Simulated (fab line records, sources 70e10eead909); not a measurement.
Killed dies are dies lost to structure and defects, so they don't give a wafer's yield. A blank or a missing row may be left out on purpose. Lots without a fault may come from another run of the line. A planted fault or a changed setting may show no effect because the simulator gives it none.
fab line records | flow nand_harc
record lots=5 wafers=15 last_day=33
route steps=1302 shown A_DECK1_JOINT@544 A_ONON_D2@545
lots that met no fault: from a run of the same line without faults
start_h: hours from the record's first day to the start of the lot's first wafer shown | wait_h: hours since the lot's step before | " the same as in the row above | L1.1+2: a row that stands for several wafers | - no value, or no start given | * or withheld: withheld | < > ~ a bound
route shown NAME@n: a module of which the file shows steps, and the number in the route of the first | usual: mean/standard deviation of fault-free wafers | same: alike in all rows | chamber/n: place in a boat | sites: the reading at each site | _std_site: their standard deviation | _edge_site: outer sites' mean less inner sites' | radius_mm: how far each site lies from the wafer's centre | mask NAME#n: copy n | behind: the tool/chamber that last shaped the wafer | hold: why the lot was held/for how many hours/how that ended | device: the transistor (n, p or np) that didn't switch | end of line: the same wafers' tests at the end of the route | a step without rows: its recipe alone | killed: dies lost to structure and defects at the first sort, not the wafer's yield | map: a wafer's dies, x killed, . not, _ none there
set.NAME: the setting as run; set.NAME@STEP: as run at that earlier step | model.NAME: the simulator's own value behind a step, which no gauge read
lots at some steps of the route; a table a step, a row a wafer
services: from which hour (start_h, from the record's first day; less than 0 if before it) a tool's chamber was out of use, for how many hours, and why
## steps
# step NHARC_A_DECK1_JOINT_INSPECT_05
# usual raw_defect_count=341/120
# columns lot.wafer tool chamber start_h wait_h raw_defect_count
L885.1 defect_inspect-02 - 280.84 0.0 189
L885.3 " - " " 238
L885.6 " - " " 377
L895.2 defect_inspect-01 - 390.01 0.0 485
L895.3 " - " " 499
L895.5 " - " " 487
L904.1 defect_inspect-01 - 488.32 0.0 313
L904.4 " - " " 316
L904.6 " - " " 432
L905.2 defect_inspect-02 - 488.36 0.0 554
L905.4 " - " " 312
L905.5 " - " " 355
L907.3 defect_inspect-01 - 506.84 0.0 335
L907.5 " - " " 196
L907.6 " - " " 250
# step NHARC_A_ONON_D2_DEP_00
# recipe target_thk_a=10000 n2_flow_sccm=2750 n2o_flow_sccm=2000 nh3_flow_sccm=500 sih4_flow_sccm=210 temp_c=400
# step NHARC_A_ONON_D2_THK_MEAS_02
# recipe thk_meas_gauge=ellipsometry
# usual thk_nm=1002/9.6
# columns lot.wafer tool chamber start_h wait_h thk_nm
L885.1 film_metro-01 - 281.42 - 1009
L885.3 " - " " 1008
L885.6 " - " " 1007
L895.2 film_metro-01 - 390.69 - 1006
L895.3 " - " " 1005
L895.5 " - " " 1007
L904.1 film_metro-01 - 488.89 - 996
L904.4 " - " " 996
L904.6 " - " " 997
L905.2 film_metro-02 - 488.94 - 1004
L905.4 " - " " 1004
L905.5 " - " " 1006
L907.3 film_metro-01 - 507.42 - 985
L907.5 " - " " 984
L907.6 " - " " 985
# step NHARC_A_ONON_D2_DEP_03
# recipe target_thk_a=10000 n2_flow_sccm=2750 n2o_flow_sccm=2000 nh3_flow_sccm=500 sih4_flow_sccm=210 temp_c=400
# step NHARC_A_ONON_D2_THK_MEAS_05
# recipe thk_meas_gauge=ellipsometry
# usual thk_nm=1002/9.8
# columns lot.wafer tool chamber start_h wait_h thk_nm
L885.1 film_metro-02 - 281.99 - 1026
L885.3 " - " " 1027
L885.6 " - " " 1026
L895.2 film_metro-02 - 391.31 - 993
L895.3 " - " " 991
L895.5 " - " " 991
L904.1 film_metro-02 - 489.45 - 1003
L904.4 " - " " 1003
L904.6 " - " " 1002
L905.2 film_metro-01 - 489.50 - 981
L905.4 " - " " 978
L905.5 " - " " 979
L907.3 film_metro-02 - 507.98 - 1008
L907.5 " - " " 1007
L907.6 " - " " 1006
# step NHARC_A_ONON_D2_DEP_06
# recipe target_thk_a=10000 n2_flow_sccm=2750 n2o_flow_sccm=2000 nh3_flow_sccm=500 sih4_flow_sccm=210 temp_c=400
# step NHARC_A_ONON_D2_THK_MEAS_08
# recipe thk_meas_gauge=ellipsometry
# usual thk_nm=1000/11
# columns lot.wafer tool chamber start_h wait_h thk_nm
L885.1 film_metro-02 - 282.55 - 998
L885.3 " - " " 997
L885.6 " - " " 998
L895.2 film_metro-02 - 391.87 - 995
L895.3 " - " " 994
L895.5 " - " " 994
L904.1 film_metro-02 - 490.02 - 1015
L904.4 " - " " 1013
L904.6 " - " " 1014
L905.2 film_metro-01 - 490.06 - 1010
L905.4 " - " " 1012
L905.5 " - " " 1010
L907.3 film_metro-01 - 508.54 - 1007
L907.5 " - " " 1005
L907.6 " - " " 1007
# step NHARC_A_ONON_D2_DEP_09
# recipe target_thk_a=10000 n2_flow_sccm=2750 n2o_flow_sccm=2000 nh3_flow_sccm=500 sih4_flow_sccm=210 temp_c=400
# step NHARC_A_ONON_D2_THK_MEAS_11
# recipe thk_meas_gauge=ellipsometry
# usual thk_nm=997/11
# columns lot.wafer tool chamber start_h wait_h thk_nm
L885.1 film_metro-02 - 283.12 - 996
L885.3 " - " " 997
L885.6 " - " " 996
L895.2 film_metro-02 - 392.44 - 974
L895.3 " - " " 974
L895.5 " - " " 973
L904.1 film_metro-01 - 490.59 - 1012
L904.4 " - " " 1012
L904.6 " - " " 1011
L905.2 film_metro-02 - 490.63 - 1001
L905.4 " - " " 1000
L905.5 " - " " 998
L907.3 film_metro-01 - 509.11 - 1002
L907.5 " - " " 1004
L907.6 " - " " 1003
# step NHARC_A_ONON_D2_DEP_12
# recipe target_thk_a=10000 n2_flow_sccm=2750 n2o_flow_sccm=2000 nh3_flow_sccm=500 sih4_flow_sccm=210 temp_c=400
# step NHARC_A_ONON_D2_THK_MEAS_14
# recipe thk_meas_gauge=ellipsometry
# usual thk_nm=1001/8.8
# columns lot.wafer tool chamber start_h wait_h thk_nm
L885.1 film_metro-01 - 283.69 - 1014
L885.3 " - " " 1013
L885.6 " - " " 1012
L895.2 film_metro-01 - 393.00 - 999
L895.3 " - " " 1000
L895.5 " - " " 1000
L904.1 film_metro-02 - 491.15 - 1001
L904.4 " - " " 1001
L904.6 " - " " 1000
L905.2 film_metro-02 - 491.20 - 1009
L905.4 " - " " 1007
L905.5 " - " " 1008
L907.3 film_metro-01 - 509.68 - 997
L907.5 " - " " 998
L907.6 " - " " 998
# step NHARC_A_ONON_D2_ANNEAL_15
# recipe temp_c=750 time_s=3600
# step NHARC_A_ONON_D2_DEP_16
# recipe target_thk_a=10000 n2_flow_sccm=2750 n2o_flow_sccm=2000 nh3_flow_sccm=500 sih4_flow_sccm=210 temp_c=400
# usual n2_flow_sccm=2751/8.5
# columns lot.wafer tool chamber start_h wait_h n2_flow_sccm
L885.1 pecvd_onon-01 0 290.61 0.4 2752
L885.3 " 0 " " 2742
L885.6 " 0 " " 2751
L895.2 pecvd_onon-04 0 399.48 0.4 2751
L895.3 " 0 " " 2736
L895.5 " 0 " " 2729
L904.1 pecvd_onon-01 0 498.78 0.4 2753
L904.4 " 0 " " 2744
L904.6 " 0 " " 2758
L905.2 pecvd_onon-03 0 499.10 0.7 2745
L905.4 " 0 " " 2754
L905.5 " 0 " " 2752
L907.3 pecvd_onon-04 0 517.04 0.5 2759
L907.5 " 0 " " 2741
L907.6 " 0 " " 2752
# step NHARC_A_ONON_D2_THK_MEAS_18
# recipe thk_meas_gauge=ellipsometry
# usual thk_nm=1002/10
# columns lot.wafer tool chamber start_h wait_h thk_nm
L885.1 film_metro-01 - 291.12 - 995
L885.3 " - " " 994
L885.6 " - " " 995
L895.2 film_metro-02 - 399.94 - 1524
L895.3 " - " " 991
L895.5 " - " " 994
L904.1 film_metro-02 - 499.28 - 994
L904.4 " - " " 993
L904.6 " - " " 993
L905.2 film_metro-01 - 499.55 - 985
L905.4 " - " " 985
L905.5 " - " " 985
L907.3 film_metro-02 - 517.44 - 998
L907.5 " - " " 999
L907.6 " - " " 996
# step NHARC_A_ONON_D2_DEP_19
# recipe target_thk_a=10000 n2_flow_sccm=2750 n2o_flow_sccm=2000 nh3_flow_sccm=500 sih4_flow_sccm=210 temp_c=400
## services
# columns tool chamber start_h hours kind
pecvd_onon-01 - 269.37 13.0 pm
pecvd_onon-04 - 311.33 13.0 pm
pecvd_onon-03 - 408.02 13.0 pm
pecvd_onon-01 - 450.37 13.0 pm
pecvd_onon-04 - 492.33 13.0 pm
## key
first_sign step=NHARC_A_ONON_D2_THK_MEAS_18 reading=thk_nm direction=up sigmas=50 usual=1002 struck=1524
effect none on later readings
met_at NHARC_A_ONON_D2_DEP_16
struck_wafers L895.2
later_rows_left_out L895.2
sort_left_out L895.2
tester_left_out L895
fault kind=process_parameter_drift tool=pecvd_onon-04 chamber=- onset_h=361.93 steps=NHARC_A_ONON_D2_DEP_16 channel=target_thk_a offset=* shape=step end_h=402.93 scope=struck_wafers_only acts_in=* stated=*
# tester_left_out: of these lots the tester's yield and bins aren't shown, on N5 and GAA mostly nor the transistor test; their killed dies are dies lost to structure and defects alone, not to doping, threshold or leakage, so they don't give the yield
# sort_left_out: the simulated sort isn't trusted on such a fault, so these wafers' sort isn't shown, and their yield isn't known
# later_rows_left_out: the simulator's readings of these wafers behind a module that went badly wrong aren't trusted and aren't shown, but for the sort
